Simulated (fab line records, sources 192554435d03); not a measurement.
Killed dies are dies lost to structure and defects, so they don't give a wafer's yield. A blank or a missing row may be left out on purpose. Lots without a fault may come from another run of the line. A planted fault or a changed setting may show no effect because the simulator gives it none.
fab line records | flow n5_finfet
record lots=7 wafers=21
route steps=1938 shown MOL_CONTACT_COAG@523 BEOL_M0_SAQP@643
start_h: hours from the record's first day to the start of the lot's first wafer shown | wait_h: hours since the lot's step before | " the same as in the row above | L1.1+2: a row that stands for several wafers | - no value, or no start given | * or withheld: withheld | < > ~ a bound
route shown NAME@n: a module of which the file shows steps, and the number in the route of the first | usual: mean/standard deviation of fault-free wafers | same: alike in all rows | chamber/n: place in a boat | sites: the reading at each site | _std_site: their standard deviation | _edge_site: outer sites' mean less inner sites' | radius_mm: how far each site lies from the wafer's centre | mask NAME#n: copy n | behind: the tool/chamber that last shaped the wafer | hold: why the lot was held/for how many hours/how that ended | device: the transistor (n, p or np) that didn't switch | end of line: the same wafers' tests at the end of the route | a step without rows: its recipe alone | killed: dies lost to structure and defects at the first sort, not the wafer's yield | map: a wafer's dies, x killed, . not, _ none there
set.NAME: the setting as run; set.NAME@STEP: as run at that earlier step | model.NAME: the simulator's own value behind a step, which no gauge read
lots whose settings were changed on purpose; a table a step, a row a wafer
## steps
# step N5_MOL_CONTACT_COAG_EXPOSE_05
# recipe mask_id=CA na=0.33 source_shape=annular sigma_inner=0.4 sigma_outer=0.8 polarization=unpolarized defocus_nm=0 dose_mj=38.25
# columns lot.wafer tool chamber start_h wait_h mask set.dose_mj
L074.2+3+6 euv_scanner-01 0 87.58 - CA#0 38.25
L076.1+6 euv_scanner-01 0 99.96 - CA#0 38.25
L076.4 " 0 " " CA#0 37.05
L077.1+5 euv_scanner-02 0 110.65 - CA#0 35.72
L077.4 " 0 " " CA#0 38.25
L081.1 euv_scanner-01 0 129.04 - CA#0 38.25
L081.3+5 " 0 " " CA#0 36.58
L082.2 euv_scanner-01 0 138.63 - CA#0 39.05
L082.4+5 " 0 " " CA#0 38.25
L089.1+3 euv_scanner-02 0 180.03 - CA#0 38.25
L089.2 " 0 " " CA#0 35.43
L090.2+3 euv_scanner-02 0 181.49 - CA#0 39.04
L090.5 " 0 " " CA#0 38.25
# step N5_MOL_CONTACT_COAG_PEB_06
# recipe peb_temp_c=100 peb_time_s=60 resist=CAR-EUV
# step N5_MOL_CONTACT_COAG_DEVELOP_07
# recipe develop_time_s=30 developer=TMAH resist=CAR-EUV rinse_liquid=surfactant_rinse dry=air_spin dev_temp_c=23
# step N5_MOL_CONTACT_COAG_CD_MEAS_08
# recipe target_cd_nm=28 landing_energy_ev=500 detector=se_inlens polarity=opening
# usual cd_nm=28.1/0.33
# columns lot.wafer tool chamber start_h wait_h set.dose_mj@MOL_CONTACT_COAG_EXPOSE_05 cd_nm
L074.2 cd_sem-01 0 87.71 - 38.25 28.0
L074.3 " 0 " " 38.25 27.9
L074.6 " 0 " " 38.25 28.1
L076.1 cd_sem-02 0 100.09 - 38.25 27.9
L076.4 " 0 " " 37.05 27.0
L076.6 " 0 " " 38.25 27.9
L077.1 cd_sem-03 0 110.78 - 35.72 26.6
L077.4 " 0 " " 38.25 27.5
L077.5 " 0 " " 35.72 26.5
L081.1 cd_sem-02 0 129.17 - 38.25 28.5
L081.3 " 0 " " 36.58 27.6
L081.5 " 0 " " 36.58 26.9
L082.2 cd_sem-02 0 138.75 - 39.05 28.7
L082.4 " 0 " " 38.25 28.3
L082.5 " 0 " " 38.25 28.4
L089.1 cd_sem-03 0 180.16 - 38.25 27.9
L089.2 " 0 " " 35.43 26.6
L089.3 " 0 " " 38.25 28.6
L090.2 cd_sem-01 0 181.61 - 39.04 28.8
L090.3 " 0 " " 39.04 28.6
L090.5 " 0 " " 38.25 28.8
# step N5_MOL_CONTACT_COAG_DESCUM_13
# recipe chemistry=O2 time_s=7 source_power_w=50 bias_power_w=20 pressure_mtorr=20 rf_frequency_hz=2.712e+07 temp_c=40 resist=CAR-EUV o2_flow_sccm=225
# step N5_MOL_CONTACT_COAG_ETCH_59
# recipe chemistry=N2/H2 target=underlayer target_depth_a=130 mask_material=CAR-EUV time_s=10.4 ion_energy_ev=200 pressure_mtorr=30 source_w=840 bias_w=150 n2_flow_sccm=200 h2_flow_sccm=200 ends=cleared
# columns lot.wafer tool chamber start_h wait_h set.dose_mj@MOL_CONTACT_COAG_EXPOSE_05 model.MOL_CONTACT_COAG.cd_offset_nm
L074.2+3 rie_diel-03 1,0 87.91 0.0 38.25 0
L074.6 " 2 " " 38.25 -0.2
L076.1 rie_diel-02 2 100.25 0.0 38.25 0
L076.4 " 3 " " 37.05 -0.8
L076.6 " 3 " " 38.25 -0.2
L077.1+5 rie_diel-06 3,2 110.95 0.0 35.72 -1.8
L077.4 " 2 " " 38.25 -0.2
L081.1 rie_diel-02 2 129.33 0.0 38.25 0.4
L081.3 " 1 " " 36.58 -0.4
L081.5 " 2 " " 36.58 -0.6
L082.2 rie_diel-06 3 138.91 0.0 39.05 0.8
L082.4+5 " 1 " " 38.25 0.2
L089.1 rie_diel-03 3 182.02 0.0 38.25 0
L089.2 " 0 " " 35.43 -1.6
L089.3 " 1 " " 38.25 0.2
L090.2 rie_diel-02 3 183.46 0.0 39.04 0.6
L090.3 " 0 " " 39.04 1.2
L090.5 " 1 " " 38.25 0.6
# step N5_MOL_CONTACT_COAG_ETCH_105
# recipe chemistry=CF4 target=SiARC target_depth_a=156 mask_material=CAR-EUV time_s=26 ion_energy_ev=80 pressure_mtorr=40 source_w=545 bias_w=36 Ar_flow_sccm=100 cf4_flow_sccm=100 ends=cleared
# step N5_MOL_CONTACT_COAG_ETCH_106
# recipe chemistry=N2/H2 target=SOC target_depth_a=800 overetch_a=160 mask_material=SiARC temp_c=40 time_s=120 ion_energy_ev=200 pressure_mtorr=30 source_w=840 bias_w=150 n2_flow_sccm=200 h2_flow_sccm=200
# columns lot.wafer tool chamber start_h wait_h set.dose_mj@MOL_CONTACT_COAG_EXPOSE_05 model.MOL_CONTACT_COAG.cd_offset_nm
L074.2+3 rie_diel-03 1,0 87.95 0.0 38.25 0
L074.6 " 2 " " 38.25 -0.2
L076.1+6 rie_diel-02 2,3 100.29 0.0 38.25 -0.2
L076.4 " 3 " " 37.05 -0.6
L077.1+5 rie_diel-06 3,2 111.00 0.0 35.72 -1.8
L077.4 " 2 " " 38.25 -0.2
L081.1 rie_diel-02 2 129.38 0.0 38.25 0.4
L081.3 " 1 " " 36.58 -0.6
L081.5 " 2 " " 36.58 -0.8
L082.2 rie_diel-06 3 138.96 0.0 39.05 0.8
L082.4+5 " 1 " " 38.25 0.2
L089.1 rie_diel-03 3 182.07 0.0 38.25 -0.4
L089.2 " 0 " " 35.43 -1.4
L089.3 " 1 " " 38.25 -0.2
L090.2 rie_diel-02 3 183.51 0.0 39.04 0.6
L090.3 " 0 " " 39.04 1.6
L090.5 " 1 " " 38.25 0.6
# step N5_MOL_CONTACT_COAG_STRIP_107
# recipe chemistry=N2/H2 temp_c=40 n2_flow_sccm=200 h2_flow_sccm=200 rf_frequency_hz=6e+07
# step N5_MOL_CONTACT_COAG_STRIP_108
# recipe chemistry=N2/H2 temp_c=40 n2_flow_sccm=200 h2_flow_sccm=200 rf_frequency_hz=6e+07
# step N5_MOL_CONTACT_COAG_CONTACT_ETCH_14
# recipe chemistry=C4F6/O2 target=SiO2 target_depth_a=275 overetch_a=85 mask_material=SOC pressure_mtorr=30 source_w=370 bias_w=185 Ar_flow_sccm=300 C4F6_flow_sccm=16 O2_flow_sccm=10 time_s=20 ion_energy_ev=259.6
# columns lot.wafer tool chamber start_h wait_h set.dose_mj@MOL_CONTACT_COAG_EXPOSE_05 model.MOL_CONTACT_COAG.cd_offset_nm
L074.2+3 rie_diel-03 1,0 88.05 0.0 38.25 0
L074.6 " 2 " " 38.25 -0.2
L076.1+6 rie_diel-02 2,3 100.39 0.0 38.25 0
L076.4 " 3 " " 37.05 -0.6
L077.1+5 rie_diel-06 3,2 111.10 0.0 35.72 -1.8
L077.4 " 2 " " 38.25 -0.4
L081.1 rie_diel-02 2 129.48 0.0 38.25 0.4
L081.3 " 1 " " 36.58 -0.6
L081.5 " 2 " " 36.58 -0.8
L082.2 rie_diel-06 3 139.06 0.0 39.05 0.8
L082.4+5 " 1 " " 38.25 0.2
L089.1 rie_diel-03 3 182.17 0.0 38.25 -0.4
L089.2 " 0 " " 35.43 -1.6
L089.3 " 1 " " 38.25 0
L090.2 rie_diel-02 3 183.61 0.0 39.04 0.6
L090.3 " 0 " " 39.04 1.8
L090.5 " 1 " " 38.25 0.6
# step N5_MOL_CONTACT_COAG_STRIP_109
# recipe chemistry=C4F6/O2 resist=SiARC rf_frequency_hz=6e+07
# step N5_MOL_CONTACT_COAG_ETCH_15
# recipe chemistry=CH3F/O2 target=SiNx target_depth_a=70 mask_material=SOC stop_on=Si:P over_etch_frac=0.75 ion_energy_ev=120 pressure_mtorr=30 source_w=395 bias_w=73 Ar_flow_sccm=150 CH3F_flow_sccm=30 O2_flow_sccm=20
# step N5_MOL_CONTACT_COAG_ETCH_110
# recipe chemistry=CF4/O2 target=Si target_depth_a=25 time_s=8 pressure_mtorr=100 source_w=200 bias_w=12 ion_energy_ev=60 Ar_flow_sccm=100 cf4_flow_sccm=100 O2_flow_sccm=10
# columns lot.wafer tool chamber start_h wait_h set.dose_mj@MOL_CONTACT_COAG_EXPOSE_05 model.MOL_CONTACT_COAG.cd_offset_nm
L074.2 rie_diel-03 1 88.15 0.0 38.25 0.2
L074.3+6 " 0,2 " " 38.25 0
L076.1 rie_diel-02 2 100.49 0.0 38.25 0
L076.4 " 3 " " 37.05 -0.8
L076.6 " 3 " " 38.25 -0.2
L077.1+5 rie_diel-06 3,2 111.19 0.0 35.72 -2
L077.4 " 2 " " 38.25 -0.6
L081.1 rie_diel-02 2 129.57 0.0 38.25 0.4
L081.3 " 1 " " 36.58 -0.4
L081.5 " 2 " " 36.58 -0.6
L082.2 rie_diel-06 3 139.15 0.0 39.05 0.8
L082.4 " 1 " " 38.25 0.4
L082.5 " 1 " " 38.25 0.2
L089.1 rie_diel-03 3 182.26 0.0 38.25 -0.4
L089.2 " 0 " " 35.43 -1.4
L089.3 " 1 " " 38.25 0
L090.2 rie_diel-02 3 183.71 0.0 39.04 0.6
L090.3 " 0 " " 39.04 1.6
L090.5 " 1 " " 38.25 0.8
# step N5_MOL_CONTACT_COAG_COAT_34
# recipe resist=CAR-EUV spin_rpm=1500 resist_thk_nm=40
# columns lot.wafer tool chamber start_h wait_h set.spin_rpm model.CAR-EUV_of_MOL_CONTACT_COAG_COAT_34.thk_nm
L074.2+3+6 litho_track-04 0 - - 1500 40
L076.1 litho_track-04 0 - - 1593 38.8
L076.4+6 " 0 " " 1500 40
L077.1 litho_track-02 0 - - 1335 42.4
L077.4+5 " 0 " " 1500 40
L081.1+5 litho_track-04 0 - - 1500 40
L081.3 " 0 " " 1500 40.2
L082.2+4+5 litho_track-01 0 - - 1500 39.8
L089.1 litho_track-04 0 - - 1500 40.2
L089.2 " 0 " " 1346 42.6
L089.3 " 0 " " 1346 42.4
L090.2 litho_track-04 0 - - 1455 40.8
L090.3 " 0 " " 1500 40
L090.5 " 0 " " 1500 40.2
# step N5_MOL_CONTACT_COAG_EBR_36
# recipe solvent=PGMEA ebr_width_mm=1.5
# step N5_MOL_CONTACT_COAG_SOFTBAKE_35
# recipe temp_c=110 time_s=60 resist=CAR-EUV
# step N5_MOL_CONTACT_COAG_EXPOSE_37
# recipe mask_id=VD na=0.33 source_shape=annular sigma_inner=0.3 sigma_outer=0.7 polarization=unpolarized defocus_nm=0 dose_mj=62
# step N5_MOL_CONTACT_COAG_PEB_38
# recipe peb_temp_c=100 peb_time_s=60 resist=CAR-EUV
# step N5_MOL_CONTACT_COAG_DEVELOP_39
# recipe develop_time_s=30 developer=TMAH resist=CAR-EUV rinse_liquid=surfactant_rinse dry=air_spin dev_temp_c=23
# columns lot.wafer tool chamber start_h wait_h set.spin_rpm@MOL_CONTACT_COAG_COAT_34 model.CAR-EUV_of_MOL_CONTACT_COAG_COAT_34.thk_nm
L074.2+3+6 litho_track-02 0 - - 1500 39.6
L076.1 litho_track-02 0 - - 1593 38.4
L076.4+6 " 0 " " 1500 39.4
L077.1 litho_track-04 0 - - 1335 42
L077.4+5 " 0 " " 1500 39.6
L081.1+3+5 litho_track-01 0 - - 1500 39.6
L082.2+4 litho_track-04 0 - - 1500 39.4
L082.5 " 0 " " 1500 39.2
L089.1 litho_track-01 0 - - 1500 39.8
L089.2+3 " 0 " " 1346 42
L090.2 litho_track-04 0 - - 1455 40.2
L090.3 " 0 " " 1500 39.6
L090.5 " 0 " " 1500 39.8
# step N5_MOL_CONTACT_COAG_DESCUM_45
# recipe chemistry=O2 time_s=7 source_power_w=50 bias_power_w=20 pressure_mtorr=20 rf_frequency_hz=2.712e+07 temp_c=40 resist=CAR-EUV o2_flow_sccm=225
# step N5_MOL_CONTACT_COAG_ETCH_65
# recipe chemistry=N2/H2 target=underlayer target_depth_a=130 mask_material=CAR-EUV time_s=10.4 ion_energy_ev=200 pressure_mtorr=30 source_w=840 bias_w=150 n2_flow_sccm=200 h2_flow_sccm=200 ends=cleared
# columns lot.wafer tool chamber start_h wait_h set.spin_rpm@MOL_CONTACT_COAG_COAT_34 model.CAR-EUV_of_MOL_CONTACT_COAG_COAT_34.thk_nm
L074.2+6 rie_diel-02 0 102.40 0.0 1500 24.6
L074.3 " 2 " " 1500 24.8
L076.1 rie_diel-03 1 114.68 0.0 1593 23.6
L076.4 " 2 " " 1500 24.8
L076.6 " 1 " " 1500 24.6
L077.1 rie_diel-02 2 120.55 0.0 1335 27.2
L077.4+5 " 2,1 " " 1500 24.6
L081.1+5 rie_diel-06 3,2 139.81 0.0 1500 24.6
L081.3 " 2 " " 1500 24.8
L082.2+5 rie_diel-02 1,2 149.59 0.0 1500 24.4
L082.4 " 0 " " 1500 24.2
L089.1 rie_diel-03 0 194.15 0.0 1500 24.8
L089.2 " 2 " " 1346 27.4
L089.3 " 3 " " 1346 27
L090.2 rie_diel-03 2 194.36 0.0 1455 25.6
L090.3+5 " 1 " " 1500 24.8
# step N5_BEOL_M0_SAQP_COAT_08
# recipe resist=CAR-ArF spin_rpm=1500 resist_thk_nm=90
# columns lot.wafer tool chamber start_h wait_h set.spin_rpm model.CAR-ArF_of_BEOL_M0_SAQP_COAT_08.thk_nm
L074.2 litho_track-03 0 - - 1500 90.2
L074.3 " 0 " " 1500 90.4
L074.6 " 0 " " 1500 90.6
L076.1 litho_track-04 0 - - 1593 87.4
L076.4 " 0 " " 1500 90.2
L076.6 " 0 " " 1593 87.6
L077.1+4 litho_track-03 0 - - 1560 89.2
L077.5 " 0 " " 1500 91
L081.1 litho_track-05 0 - - 1569 87.4
L081.3 " 0 " " 1569 87.8
L081.5 " 0 " " 1500 90
L082.2 litho_track-04 0 - - 1500 90
L082.4 " 0 " " 1383 94
L082.5 " 0 " " 1500 90.2
L089.1+2 litho_track-04 0 - - 1500 89.8
L089.3 " 0 " " 1590 87.2
L090.2 litho_track-04 0 - - 1500 90
L090.3+5 " 0 " " 1500 89.8
# step N5_BEOL_M0_SAQP_EXPOSE_11
# recipe mask_id=M0_CORE na=1.35 source_shape=dipole sigma_inner=0.538 sigma_outer=0.738 polarization=te target_cd_nm=42 dose_mj=55
# columns lot.wafer tool chamber start_h wait_h mask set.dose_mj
L074.2+3+6 arfi_scanner-01 0 112.02 - M0_CORE#0 55
L076.1+4 arfi_scanner-03 0 120.66 - M0_CORE#0 55
L076.6 " 0 " " M0_CORE#0 53.93
L077.1+5 arfi_scanner-03 0 126.11 - M0_CORE#0 56.16
L077.4 " 0 " " M0_CORE#0 55
L081.1+3 arfi_scanner-02 0 146.08 - M0_CORE#0 55
L081.5 " 0 " " M0_CORE#0 52.5
L082.2+4 arfi_scanner-03 0 157.50 - M0_CORE#0 55
L082.5 " 0 " " M0_CORE#0 57.2
L089.1+2+3 arfi_scanner-03 0 201.16 - M0_CORE#0 55
L090.2+3+5 arfi_scanner-01 0 204.12 - M0_CORE#0 53.21
# step N5_BEOL_M0_SAQP_PEB_12
# recipe peb_temp_c=withheld peb_time_s=60 resist=CAR-ArF
# step N5_BEOL_M0_SAQP_DEVELOP_13
# recipe develop_time_s=30 developer=TMAH resist=CAR-ArF dev_temp_c=23 rinse_liquid=diw dry=air_spin
# columns lot.wafer tool chamber start_h wait_h set.spin_rpm@BEOL_M0_SAQP_COAT_08 model.CAR-ArF_of_BEOL_M0_SAQP_COAT_08.thk_nm
L074.2 litho_track-03 0 - - 1500 88.4
L074.3+6 " 0 " " 1500 88.8
L076.1+6 litho_track-04 0 - - 1593 85.8
L076.4 " 0 " " 1500 88.4
L077.1+4 litho_track-04 0 - - 1560 87.4
L077.5 " 0 " " 1500 89.2
L081.1 litho_track-03 0 - - 1569 85.6
L081.3 " 0 " " 1569 86
L081.5 " 0 " " 1500 88.4
L082.2 litho_track-04 0 - - 1500 88.2
L082.4 " 0 " " 1383 92.4
L082.5 " 0 " " 1500 88.4
L089.1 litho_track-05 0 - - 1500 88.2
L089.2 " 0 " " 1500 88
L089.3 " 0 " " 1590 85.4
L090.2+3 litho_track-03 0 - - 1500 88.2
L090.5 " 0 " " 1500 88
## key
split step=N5_MOL_CONTACT_COAG_EXPOSE_05 setting=dose_mj stated=38.25 by=wafer
response step=N5_MOL_CONTACT_COAG_CD_MEAS_08 reading=cd_nm change=+0.2 per=1% r=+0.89
response step=N5_MOL_CONTACT_COAG_ETCH_59 reading=model.MOL_CONTACT_COAG.cd_offset_nm change=+0.229 per=1% r=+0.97
response step=N5_MOL_CONTACT_COAG_ETCH_106 reading=model.MOL_CONTACT_COAG.cd_offset_nm change=+0.199 per=1% r=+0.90
response step=N5_MOL_CONTACT_COAG_CONTACT_ETCH_14 reading=model.MOL_CONTACT_COAG.cd_offset_nm change=+0.212 per=1% r=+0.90
response step=N5_MOL_CONTACT_COAG_ETCH_110 reading=model.MOL_CONTACT_COAG.cd_offset_nm change=+0.191 per=1% r=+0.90
split step=N5_MOL_CONTACT_COAG_COAT_34 setting=spin_rpm stated=1500 by=wafer
response step=N5_MOL_CONTACT_COAG_COAT_34 reading=model.CAR-EUV_of_MOL_CONTACT_COAG_COAT_34.thk_nm change=-0.217 per=1% r=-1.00
response step=N5_MOL_CONTACT_COAG_DEVELOP_39 reading=model.CAR-EUV_of_MOL_CONTACT_COAG_COAT_34.thk_nm change=-0.207 per=1% r=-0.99
response step=N5_MOL_CONTACT_COAG_ETCH_65 reading=model.CAR-EUV_of_MOL_CONTACT_COAG_COAT_34.thk_nm change=-0.228 per=1% r=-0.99
split step=N5_BEOL_M0_SAQP_COAT_08 setting=spin_rpm stated=1500 by=wafer
response step=N5_BEOL_M0_SAQP_COAT_08 reading=model.CAR-ArF_of_BEOL_M0_SAQP_COAT_08.thk_nm change=-0.47 per=1% r=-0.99
response step=N5_BEOL_M0_SAQP_DEVELOP_13 reading=model.CAR-ArF_of_BEOL_M0_SAQP_COAT_08.thk_nm change=-0.484 per=1% r=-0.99
split step=N5_BEOL_M0_SAQP_EXPOSE_11 setting=dose_mj stated=55 by=wafer
response none clear
